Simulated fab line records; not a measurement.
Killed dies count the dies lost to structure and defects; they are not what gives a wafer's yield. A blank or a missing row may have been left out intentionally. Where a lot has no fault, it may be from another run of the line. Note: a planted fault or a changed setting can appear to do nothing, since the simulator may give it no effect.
fab line records | flow n5-finfet
record lots=7 | wafers=21
route steps=1938 shown BEOL_M2@904 BEOL_M4@1047 BEOL_M5@1157
start-h: start of the lot's first displayed wafer, in hours after the record's first day | wait-h: time in hours since the lot's previous step | " as in the row above | L1.1+2: several wafers, shown together as one row | - no value present, or no start provided | * or withheld: withheld | < > ~ a bound
route shown NAME@n: names a module that has steps shown in the file, with the first one's number in the route | usual: the fault-free wafers' mean and standard deviation | same: alike in all rows | chamber/n: place in a boat | sites: the reading at each site | _std_site: standard deviation across them | _edge_site: inner sites' mean taken away from outer sites' mean | radius-mm: how far each site lies from the wafer's centre | mask NAME#n: copy n | behind: tool/chamber where the wafer was last shaped | hold: the reason the lot was held/the length of the hold in hours/how it ended | device: names the non-switching transistor (n, p or np) | end of line: the tests these same wafers got at the end of their route | for a step that has no rows: nothing shown but its recipe | killed: count of dies lost to structure and defects at first sort (not the wafer's yield) | map: a wafer's dies, marking killed ones x, the rest . and places with no die _
set.NAME: the run value of the setting; set.NAME@STEP: its run value at that earlier step | model.NAME: the simulator's own value behind a step, which no gauge read
lots run with intentionally changed settings; tables by step, rows by wafer
## steps
# step N5_BEOL_M2_SPUTTER_48
# recipe material=Cu | target-thk-a=45 | temp-c=-20 | chamber-pressure-pa=0.07 | power-w=withheld | time-s=8.29
lot.wafer  | tool           | chamber | start-h | wait-h | set.time-s | model.Cu_of_BEOL_M2_SPUTTER_48.thk-nm
L075.1     | pvd-sputter-03 | -       | 147.36  | 1.5    | 7.451      | -
L075.4+5   | "              | -       | "       | "      | 8.29       | 4.6
L078.1+2   | pvd-sputter-01 | -       | 165.30  | 1.9    | 8.29       | 4.6
L078.4     | "              | -       | "       | "      | 8.29       | 4.4
L084.2+5   | pvd-sputter-02 | -       | 195.59  | 0.1    | 8.671      | -
L084.3     | "              | -       | "       | "      | 8.29       | 4.4
L085.2+4+6 | pvd-sputter-02 | -       | 259.77  | 0.1    | 8.29       | 4.4
L089.1     | pvd-sputter-02 | -       | 265.53  | 1.7    | 7.364      | 3.8
L089.4+5   | "              | -       | "       | "      | 8.29       | 4.4
L096.1+2   | pvd-sputter-01 | -       | 280.17  | 0.1    | 8.29       | 4.4
L096.3     | "              | -       | "       | "      | 7.419      | 4
L097.2     | pvd-sputter-02 | -       | 297.31  | 1.4    | 8.29       | 4.6
L097.4+6   | "              | -       | "       | "      | 8.29       | 4.4
# step N5_BEOL_M4_COAT_67
# recipe resist=SOC | temp-c=250 | time-s=60 | spin-rpm=1500 | resist-thk-nm=60
lot.wafer | tool           | chamber | start-h | wait-h | set.spin-rpm | model.SOC_of_BEOL_M4_COAT_67.thk-nm
L075.1    | litho-track-03 | 0       | 163.35  | 0.0    | 1500         | 59.8
L075.4    | "              | 0       | "       | "      | 1500         | 60
L075.5    | "              | 0       | "       | "      | 1608         | 58
L078.1+4  | litho-track-03 | 0       | 178.94  | 0.0    | 1500         | 60
L078.2    | "              | 0       | "       | "      | 1500         | 59.8
L084.2    | litho-track-01 | 0       | 209.13  | 0.0    | 1500         | 60
L084.3+5  | "              | 0       | "       | "      | 1500         | 59.8
L085.2    | litho-track-01 | 0       | 273.55  | 0.0    | 1594         | 58.4
L085.4+6  | "              | 0       | "       | "      | 1500         | 60
L089.1    | litho-track-03 | 0       | 285.22  | 0.0    | 1500         | 60
L089.4+5  | "              | 0       | "       | "      | 1500         | 60.2
L096.1    | litho-track-01 | 0       | 295.77  | 0.0    | 1500         | 60
L096.2    | "              | 0       | "       | "      | 1371         | 62.8
L096.3    | "              | 0       | "       | "      | 1500         | 60.2
L097.2+4  | litho-track-01 | 0       | 320.03  | 0.0    | 1602         | 58
L097.6    | "              | 0       | "       | "      | 1500         | 59.8
# step N5_BEOL_M4_COAT_22
# recipe resist=CAR-EUV | spin-rpm=1500 | resist-thk-nm=30
lot.wafer  | tool           | chamber | start-h | wait-h | set.spin-rpm | model.CAR-EUV_of_BEOL_M4_COAT_22.thk-nm
L075.1+4   | litho-track-03 | 0       | -       | -      | 1500         | 30
L075.5     | "              | 0       | "       | "      | 1376         | 31.2
L078.1+2   | litho-track-03 | 0       | -       | -      | 1500         | 29.8
L078.4     | "              | 0       | "       | "      | 1500         | 30
L084.2+5   | litho-track-01 | 0       | -       | -      | 1625         | 28.8
L084.3     | "              | 0       | "       | "      | 1500         | 30.2
L085.2+4   | litho-track-01 | 0       | -       | -      | 1500         | 30
L085.6     | "              | 0       | "       | "      | 1587         | 29.2
L089.1+4+5 | litho-track-03 | 0       | -       | -      | 1500         | 30
L096.1+3   | litho-track-01 | 0       | -       | -      | 1500         | 29.8
L096.2     | "              | 0       | "       | "      | 1354         | 31.4
L097.2+4   | litho-track-01 | 0       | -       | -      | 1402         | 31
L097.6     | "              | 0       | "       | "      | 1500         | 30
# step N5_BEOL_M4_DESCUM_33
# recipe chemistry=O2 | time-s=7 | source-power-w=50 | bias-power-w=20 | pressure-mtorr=20 | rf-frequency-hz=2.712e+07 | temp-c=40 | resist=CAR-EUV | o2-flow-sccm=225
lot.wafer  | tool        | chamber | start-h | wait-h | set.time-s | set.spin-rpm@BEOL_M4_COAT_22 | model.CAR-EUV_of_BEOL_M4_COAT_22.thk-nm
L075.1     | rie-diel-03 | 2       | 163.80  | 0.1    | 7          | 1500                         | 26.2
L075.4     | "           | 0       | "       | "      | 6.203      | 1500                         | 26.4
L075.5     | "           | 1       | "       | "      | 7          | 1376                         | 27.2
L078.1+2+4 | rie-diel-03 | 3,2,1   | 179.82  | 0.4    | 7          | 1500                         | 26
L084.2     | rie-diel-02 | 2       | 209.79  | 0.2    | 7          | 1625                         | 24.8
L084.3     | "           | 0       | "       | "      | 7          | 1500                         | 26.2
L084.5     | "           | 0       | "       | "      | 7          | 1625                         | 25
L085.2     | rie-diel-03 | 0       | 273.96  | 0.0    | 8.099      | 1500                         | 25.6
L085.4     | "           | 2       | "       | "      | 7          | 1500                         | 26
L085.6     | "           | 0       | "       | "      | 7          | 1587                         | 25.2
L089.1+4   | rie-diel-03 | 2,0     | 285.80  | 0.2    | 6.435      | 1500                         | 26.4
L089.5     | "           | 1       | "       | "      | 7          | 1500                         | 26
L096.1     | rie-diel-02 | 1       | 296.38  | 0.1    | 5.816      | 1500                         | 26.6
L096.2     | "           | 2       | "       | "      | 5.816      | 1354                         | 28
L096.3     | "           | 0       | "       | "      | 7          | 1500                         | 26
L097.2     | rie-diel-04 | 2       | 320.51  | 0.1    | 5.979      | 1402                         | 27.6
L097.4     | "           | 0       | "       | "      | 7          | 1402                         | 27.2
L097.6     | "           | 2       | "       | "      | 5.979      | 1500                         | 26.6
# step N5_BEOL_M4_ETCH_77
# recipe chemistry=N2/H2 | target=underlayer | target-depth-a=65 | mask-material=CAR-EUV | time-s=5.2 | ion-energy-ev=200 | pressure-mtorr=30 | source-w=840 | bias-w=150 | n2-flow-sccm=200 | h2-flow-sccm=200 | ends=cleared
lot.wafer | tool        | chamber | start-h | wait-h | set.spin-rpm@BEOL_M4_COAT_22 | set.time-s@BEOL_M4_DESCUM_33 | model.CAR-EUV_of_BEOL_M4_COAT_22.thk-nm
L075.1    | rie-diel-03 | 2       | 163.84  | 0.0    | 1500                         | 7                            | 20.4
L075.4    | "           | 0       | "       | "      | 1500                         | 6.203                        | 20.8
L075.5    | "           | 1       | "       | "      | 1376                         | 7                            | 21.6
L078.1    | rie-diel-03 | 3       | 179.86  | 0.0    | 1500                         | 7                            | 20.2
L078.2+4  | "           | 2,1     | "       | "      | 1500                         | 7                            | 20.4
L084.2+5  | rie-diel-02 | 2,0     | 209.83  | 0.0    | 1625                         | 7                            | 19.2
L084.3    | "           | 0       | "       | "      | 1500                         | 7                            | 20.6
L085.2    | rie-diel-03 | 0       | 273.99  | 0.0    | 1500                         | 8.099                        | 19.8
L085.4    | "           | 2       | "       | "      | 1500                         | 7                            | 20.4
L085.6    | "           | 0       | "       | "      | 1587                         | 7                            | 19.4
L089.1    | rie-diel-03 | 2       | 285.83  | 0.0    | 1500                         | 6.435                        | 20.8
L089.4    | "           | 0       | "       | "      | 1500                         | 6.435                        | 20.6
L089.5    | "           | 1       | "       | "      | 1500                         | 7                            | 20.4
L096.1    | rie-diel-02 | 1       | 296.41  | 0.0    | 1500                         | 5.816                        | 20.8
L096.2    | "           | 2       | "       | "      | 1354                         | 5.816                        | 22.4
L096.3    | "           | 0       | "       | "      | 1500                         | 7                            | 20.2
L097.2    | rie-diel-04 | 2       | 320.54  | 0.0    | 1402                         | 5.979                        | 22
L097.4    | "           | 0       | "       | "      | 1402                         | 7                            | 21.4
L097.6    | "           | 2       | "       | "      | 1500                         | 5.979                        | 21
# step N5_BEOL_M4_ETCH_69
# recipe chemistry=CF4 | target=SiARC | target-depth-a=156 | mask-material=CAR-EUV | time-s=26 | ion-energy-ev=80 | pressure-mtorr=40 | source-w=545 | bias-w=36 | Ar_flow_sccm=100 | cf4-flow-sccm=100 | ends=cleared
lot.wafer  | tool        | chamber | start-h | wait-h | set.spin-rpm@BEOL_M4_COAT_22 | set.time-s@BEOL_M4_DESCUM_33 | model.CAR-EUV_of_BEOL_M4_COAT_22.thk-nm
L075.1     | rie-diel-03 | 2       | 163.85  | 0.0    | 1500                         | 7                            | 11.2
L075.4     | "           | 0       | "       | "      | 1500                         | 6.203                        | 11.6
L075.5     | "           | 1       | "       | "      | 1376                         | 7                            | 12.4
L078.1+2+4 | rie-diel-03 | 3,2,1   | 179.88  | 0.0    | 1500                         | 7                            | 11.2
L084.2     | rie-diel-02 | 2       | 209.84  | 0.0    | 1625                         | 7                            | 10
L084.3     | "           | 0       | "       | "      | 1500                         | 7                            | 11.4
L084.5     | "           | 0       | "       | "      | 1625                         | 7                            | 10.2
L085.2     | rie-diel-03 | 0       | 274.01  | 0.0    | 1500                         | 8.099                        | 10.6
L085.4     | "           | 2       | "       | "      | 1500                         | 7                            | 11.2
L085.6     | "           | 0       | "       | "      | 1587                         | 7                            | 10.2
L089.1     | rie-diel-03 | 2       | 285.85  | 0.0    | 1500                         | 6.435                        | 11.6
L089.4     | "           | 0       | "       | "      | 1500                         | 6.435                        | 11.4
L089.5     | "           | 1       | "       | "      | 1500                         | 7                            | 11.2
L096.1     | rie-diel-02 | 1       | 296.43  | 0.0    | 1500                         | 5.816                        | 11.6
L096.2     | "           | 2       | "       | "      | 1354                         | 5.816                        | 13
L096.3     | "           | 0       | "       | "      | 1500                         | 7                            | 11
L097.2     | rie-diel-04 | 2       | 320.56  | 0.0    | 1402                         | 5.979                        | 12.8
L097.4     | "           | 0       | "       | "      | 1402                         | 7                            | 12.2
L097.6     | "           | 2       | "       | "      | 1500                         | 5.979                        | 11.8
# step N5_BEOL_M4_ALD_98
# recipe material=SiO2 | target-thk-a=25 | temp-c=100 | ald-precursor-family=BDEAS | ald-co-reactant=O2-plasma | pulse-time-s=1 | co-reactant-pulse-time-s=1 | purge-time-s=2 | co-reactant-purge-time-s=2 | ald-cycles=17 | pressure-torr=2
# step N5_BEOL_M4_ETCHBACK_99
# recipe chemistry=CHF3 | target=SiO2 | target-depth-a=50 | time-s=10.4 | source-w=215 | bias-w=47 | Ar_flow_sccm=200 | CHF3_flow_sccm=12 | ion-energy-ev=100 | pressure-mtorr=30
lot.wafer  | tool        | chamber | start-h | wait-h | set.spin-rpm@BEOL_M4_COAT_22 | set.time-s@BEOL_M4_DESCUM_33 | model.CAR-EUV_of_BEOL_M4_COAT_22.thk-nm
L075.1     | rie-diel-03 | 0       | 169.06  | 5.1    | 1500                         | 7                            | 10.6
L075.4     | "           | 3       | "       | "      | 1500                         | 6.203                        | 10.8
L075.5     | "           | 2       | "       | "      | 1376                         | 7                            | 11.6
L078.1+2+4 | rie-diel-02 | 0,2,0   | 180.76  | 0.8    | 1500                         | 7                            | 10.4
L084.2     | rie-diel-03 | 2       | 210.05  | 0.1    | 1625                         | 7                            | 9.2
L084.3     | "           | 3       | "       | "      | 1500                         | 7                            | 10.6
L084.5     | "           | 2       | "       | "      | 1625                         | 7                            | 9.4
L085.2     | rie-diel-02 | 2       | 289.45  | 14.2   | 1500                         | 8.099                        | 9.8
L085.4     | "           | 3       | "       | "      | 1500                         | 7                            | 10.4
L085.6     | "           | 2       | "       | "      | 1587                         | 7                            | 9.4
L089.1     | rie-diel-03 | 0       | 297.75  | 11.8   | 1500                         | 6.435                        | 10.8
L089.4     | "           | 2       | "       | "      | 1500                         | 6.435                        | 10.6
L089.5     | "           | 0       | "       | "      | 1500                         | 7                            | 10.4
L096.1     | rie-diel-02 | 1       | 319.61  | 23.1   | 1500                         | 5.816                        | 10.8
L096.2     | "           | 3       | "       | "      | 1354                         | 5.816                        | 12.4
L096.3     | "           | 2       | "       | "      | 1500                         | 7                            | 10.2
L097.2     | rie-diel-02 | 2       | 334.52  | 13.8   | 1402                         | 5.979                        | 12
L097.4     | "           | 1       | "       | "      | 1402                         | 7                            | 11.6
L097.6     | "           | 3       | "       | "      | 1500                         | 5.979                        | 11
# step N5_BEOL_M4_ETCH_70
# recipe chemistry=N2/H2 | target=SOC | target-depth-a=800 | overetch-a=240 | mask-material=SiARC | temp-c=40 | time-s=130 | ion-energy-ev=200 | pressure-mtorr=30 | source-w=840 | bias-w=150 | n2-flow-sccm=200 | h2-flow-sccm=200
lot.wafer | tool        | chamber | start-h | wait-h | set.spin-rpm@BEOL_M4_COAT_67 | model.etch.depth-nm
L075.1    | rie-diel-03 | 0       | 169.10  | 0.0    | 1500                         | 59.89
L075.4    | "           | 3       | "       | "      | 1500                         | 60.04
L075.5    | "           | 2       | "       | "      | 1608                         | 57.92
L078.1    | rie-diel-02 | 0       | 180.81  | 0.0    | 1500                         | 60
L078.2    | "           | 2       | "       | "      | 1500                         | 59.82
L078.4    | "           | 0       | "       | "      | 1500                         | 60.02
L084.2    | rie-diel-03 | 2       | 210.09  | 0.0    | 1500                         | 59.95
L084.3    | "           | 3       | "       | "      | 1500                         | 59.85
L084.5    | "           | 2       | "       | "      | 1500                         | 59.82
L085.2    | rie-diel-02 | 2       | 289.49  | 0.0    | 1594                         | 58.32
L085.4    | "           | 3       | "       | "      | 1500                         | 60.04
L085.6    | "           | 2       | "       | "      | 1500                         | 59.95
L089.1    | rie-diel-03 | 0       | 297.79  | 0.0    | 1500                         | 59.98
L089.4    | "           | 2       | "       | "      | 1500                         | 60.14
L089.5    | "           | 0       | "       | "      | 1500                         | 60.16
L096.1    | rie-diel-02 | 1       | 319.65  | 0.0    | 1500                         | 60.06
L096.2    | "           | 3       | "       | "      | 1371                         | 62.78
L096.3    | "           | 2       | "       | "      | 1500                         | 60.17
L097.2    | rie-diel-02 | 2       | 334.56  | 0.0    | 1602                         | 58.04
L097.4    | "           | 1       | "       | "      | 1602                         | 57.98
L097.6    | "           | 3       | "       | "      | 1500                         | 59.82
# step N5_BEOL_M4_STRIP_71
# recipe chemistry=N2/H2 | temp-c=40 | n2-flow-sccm=200 | h2-flow-sccm=200 | rf-frequency-hz=6e+07
# step N5_BEOL_M4_STRIP_78
# recipe chemistry=N2/H2 | temp-c=40 | n2-flow-sccm=200 | h2-flow-sccm=200 | rf-frequency-hz=6e+07
# step N5_BEOL_M4_VIA_ETCH_34
# recipe chemistry=C4F6/O2 | target-depth-a=694 | mask-material=SOC | pressure-mtorr=15 | ion-energy-ev=250 | taper-deg=4 | time-s=65.9 | source-w=350 | bias-w=170 | Ar_flow_sccm=300 | C4F6_flow_sccm=10 | O2_flow_sccm=10
lot.wafer | tool        | chamber | start-h | wait-h | set.spin-rpm@BEOL_M4_COAT_67 | model.SOC_of_BEOL_M4_COAT_67.thk-nm
L075.1+4  | rie-diel-03 | 0,3     | 169.21  | 0.0    | 1500                         | 51.8
L075.5    | "           | 2       | "       | "      | 1608                         | 50
L078.1    | rie-diel-02 | 0       | 180.97  | 0.0    | 1500                         | 51.8
L078.2    | "           | 2       | "       | "      | 1500                         | 51.2
L078.4    | "           | 0       | "       | "      | 1500                         | 52
L084.2    | rie-diel-03 | 2       | 210.20  | 0.0    | 1500                         | 52.2
L084.3    | "           | 3       | "       | "      | 1500                         | 51.8
L084.5    | "           | 2       | "       | "      | 1500                         | 52
L085.2    | rie-diel-02 | 2       | 289.59  | 0.0    | 1594                         | 49.8
L085.4    | "           | 3       | "       | "      | 1500                         | 51.8
L085.6    | "           | 2       | "       | "      | 1500                         | 51.4
L089.1    | rie-diel-03 | 0       | 297.90  | 0.0    | 1500                         | 51.6
L089.4    | "           | 2       | "       | "      | 1500                         | 52.2
L089.5    | "           | 0       | "       | "      | 1500                         | 51.8
L096.1    | rie-diel-02 | 1       | 319.75  | 0.0    | 1500                         | 52
L096.2    | "           | 3       | "       | "      | 1371                         | 54.8
L096.3    | "           | 2       | "       | "      | 1500                         | 51.8
L097.2    | rie-diel-02 | 2       | 334.66  | 0.0    | 1602                         | 49.6
L097.4    | "           | 1       | "       | "      | 1602                         | 49.8
L097.6    | "           | 3       | "       | "      | 1500                         | 51.8
# step N5_BEOL_M4_TRENCH_ETCH_37
# recipe chemistry=C4F6/O2 | target-depth-a=555.55 | target=SiOC | time-s=29.2 | ion-energy-ev=250 | pressure-mtorr=30 | source-w=355 | bias-w=185 | Ar_flow_sccm=300 | C4F6_flow_sccm=10 | O2_flow_sccm=10
# usual rf-vpp-V=676/12
lot.wafer | tool        | chamber | start-h | wait-h | set.bias-w | rf-vpp-V
L075.1    | rie-diel-03 | 0       | -       | -      | 185        | 647
L075.4    | "           | 3       | "       | "      | 185        | 689
L075.5    | "           | 2       | "       | "      | 185        | 688
L078.1    | rie-diel-02 | 0       | -       | -      | 185        | 687
L078.2    | "           | 2       | "       | "      | 185        | 679
L078.4    | "           | 0       | "       | "      | 185        | 687
L084.2    | rie-diel-03 | 2       | -       | -      | 185        | 687
L084.3    | "           | 3       | "       | "      | 185        | 691
L084.5    | "           | 2       | "       | "      | 173.3      | 650
L085.2    | rie-diel-02 | 2       | -       | -      | 185        | 679
L085.4    | "           | 3       | "       | "      | 185        | 665
L085.6    | "           | 2       | "       | "      | 185        | 680
L089.1    | rie-diel-03 | 0       | -       | -      | 185        | 659
L089.4    | "           | 2       | "       | "      | 166.9      | 631
L089.5    | "           | 0       | "       | "      | 166.9      | 608
L096.1    | rie-diel-02 | 1       | -       | -      | 205.7      | 733
L096.2    | "           | 3       | "       | "      | 185        | 665
L096.3    | "           | 2       | "       | "      | 185        | 679
L097.2    | rie-diel-02 | 2       | -       | -      | 185        | 680
L097.4    | "           | 1       | "       | "      | 207.9      | 741
L097.6    | "           | 3       | "       | "      | 207.9      | 728
# step N5_BEOL_M5_VIA_ETCH_34
# recipe chemistry=C4F6/O2 | target=SiCOH_lowk | target-depth-a=883 | mask-material=SOC | taper-deg=4 | time-s=39.2 | ion-energy-ev=250 | pressure-mtorr=30 | source-w=345 | bias-w=185 | Ar_flow_sccm=300 | C4F6_flow_sccm=10 | O2_flow_sccm=10
# usual rf-vpp-V=669/13
lot.wafer | tool        | chamber | start-h | wait-h | set.bias-w | rf-vpp-V
L075.1    | rie-diel-01 | 0       | 179.64  | 0.0    | 185        | 693
L075.4    | "           | 2       | "       | "      | 194.2      | 716
L075.5    | "           | 2       | "       | "      | 185        | 689
L078.1    | rie-diel-05 | 2       | 190.93  | 0.0    | 185        | 667
L078.2    | "           | 3       | "       | "      | 185        | 660
L078.4    | "           | 0       | "       | "      | 185        | 672
L084.2    | rie-diel-01 | 0       | 218.23  | 0.0    | 185        | 694
L084.3    | "           | 1       | "       | "      | 156.8      | 590
L084.5    | "           | 1       | "       | "      | 156.8      | 589
L085.2    | rie-diel-05 | 3       | 301.47  | 0.0    | 185        | 659
L085.4    | "           | 0       | "       | "      | 202.7      | 722
L085.6    | "           | 1       | "       | "      | 202.7      | 698
L089.1    | rie-diel-01 | 2       | 309.12  | 0.0    | 210.4      | 762
L089.4    | "           | 3       | "       | "      | 185        | 669
L089.5    | "           | 1       | "       | "      | 210.4      | 745
L096.1    | rie-diel-01 | 3       | 328.21  | 0.0    | 185        | 669
L096.2    | "           | 2       | "       | "      | 198.5      | 726
L096.3    | "           | 0       | "       | "      | 198.5      | 733
L097.2    | rie-diel-05 | 1       | 344.87  | 0.0    | 161        | 580
L097.4    | "           | 3       | "       | "      | 185        | 658
L097.6    | "           | 3       | "       | "      | 185        | 659
## key
split step=N5_BEOL_M2_SPUTTER_48 | setting=time-s | stated=8.29 | by=wafer
response step=N5_BEOL_M2_SPUTTER_48 | reading=model.Cu_of_BEOL_M2_SPUTTER_48.thk-nm | change=+0.0464 | per=1% | r=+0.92
split step=N5_BEOL_M4_COAT_67 | setting=spin-rpm | stated=1500 | by=wafer
response step=N5_BEOL_M4_COAT_67 | reading=model.SOC_of_BEOL_M4_COAT_67.thk-nm | change=-0.28 | per=1% | r=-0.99
response step=N5_BEOL_M4_ETCH_70 | reading=model.etch.depth-nm | change=-0.286 | per=1% | r=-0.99
response step=N5_BEOL_M4_VIA_ETCH_34 | reading=model.SOC_of_BEOL_M4_COAT_67.thk-nm | change=-0.3 | per=1% | r=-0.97
split step=N5_BEOL_M4_COAT_22 | setting=spin-rpm | stated=1500 | by=wafer
response step=N5_BEOL_M4_COAT_22 | reading=model.CAR-EUV_of_BEOL_M4_COAT_22.thk-nm | change=-0.156 | per=1% | r=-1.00
response step=N5_BEOL_M4_DESCUM_33 | reading=model.CAR-EUV_of_BEOL_M4_COAT_22.thk-nm | change=-0.141 | per=1% | r=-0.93
response step=N5_BEOL_M4_ETCH_77 | reading=model.CAR-EUV_of_BEOL_M4_COAT_22.thk-nm | change=-0.152 | per=1% | r=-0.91
response step=N5_BEOL_M4_ETCH_69 | reading=model.CAR-EUV_of_BEOL_M4_COAT_22.thk-nm | slope=-0.15 | per=1% | together-with=time-s@BEOL_M4_DESCUM_33 | explained=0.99
response step=N5_BEOL_M4_ETCHBACK_99 | reading=model.CAR-EUV_of_BEOL_M4_COAT_22.thk-nm | slope=-0.155 | per=1% | together-with=time-s@BEOL_M4_DESCUM_33 | explained=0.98
split step=N5_BEOL_M4_DESCUM_33 | setting=time-s | stated=7 | by=wafer
response step=N5_BEOL_M4_DESCUM_33 | reading=model.CAR-EUV_of_BEOL_M4_COAT_22.thk-nm | slope=-0.0307 | per=1% | together-with=spin-rpm@BEOL_M4_COAT_22 | explained=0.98
response step=N5_BEOL_M4_ETCH_77 | reading=model.CAR-EUV_of_BEOL_M4_COAT_22.thk-nm | slope=-0.0384 | per=1% | together-with=spin-rpm@BEOL_M4_COAT_22 | explained=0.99
response step=N5_BEOL_M4_ETCH_69 | reading=model.CAR-EUV_of_BEOL_M4_COAT_22.thk-nm | slope=-0.036 | per=1% | together-with=spin-rpm@BEOL_M4_COAT_22 | explained=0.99
response step=N5_BEOL_M4_ETCHBACK_99 | reading=model.CAR-EUV_of_BEOL_M4_COAT_22.thk-nm | slope=-0.0338 | per=1% | together-with=spin-rpm@BEOL_M4_COAT_22 | explained=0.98
split step=N5_BEOL_M4_TRENCH_ETCH_37 | setting=bias-w | stated=185 | by=wafer
response step=N5_BEOL_M4_TRENCH_ETCH_37 | reading=rf-vpp-V | change=+4.8 | per=1% | r=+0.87
split step=N5_BEOL_M5_VIA_ETCH_34 | setting=bias-w | stated=185 | by=wafer
response step=N5_BEOL_M5_VIA_ETCH_34 | reading=rf-vpp-V | change=+6.33 | per=1% | r=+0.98
